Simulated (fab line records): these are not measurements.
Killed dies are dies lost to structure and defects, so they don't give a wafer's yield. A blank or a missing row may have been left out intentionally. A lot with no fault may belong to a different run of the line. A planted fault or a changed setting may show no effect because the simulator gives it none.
Chamber matching ; flow n5Finfet ; 4 sister chambers for N5_HKMG_FIN_DESCUM_17 on rieDiel-01
The step chemistry O2, time 7.9 s. 4 wafers are shown with their chamber, then 7 later ones without.

WAFERS PAIRED WITH THEIR CHAMBERS
wafer;chamber;throttleValvePct (%)
L080.2;0;20.34
L081.3;2;20.81
L084.1;1;20.89
L084.3;3;20.21

WAFERS WHOSE CHAMBER IS MISSING
wafer;throttleValvePct (%)
L084.5;20.91
L089.2;20.85
L089.4;20.92
L089.5;20.87
L093.4;20.38
L093.5;20.39
L093.6;20.93

WHICH CHAMBER EACH ONE RAN IN
wafer;from the rows above;in truth
L084.5;1;1
L089.2;can't be placed: 1 or 2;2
L089.4;1;1
L089.5;can't be placed: 1 or 2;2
L093.4;0;0
L093.5;0;0
L093.6;1;1
Correct placement for 5 of the 7. Not placeable from these rows: 2 (in 2, the candidates include the true chamber). 0 placed wrongly.
How it was worked out, from the rows above alone: a wafer's distance from a chamber is the root of the sum, over the readings, of the square of ((its reading less the chamber's mean) divided by the reading's scatter). The wafer belongs to the nearest chamber; if the next one is less than 2 further off, it can't be placed. Each chamber's mean is taken over the wafers shown for it. The scatter (one wafer shown for each chamber): square how far every hidden wafer sits from the nearest shown wafer, average those squares and take the square root.
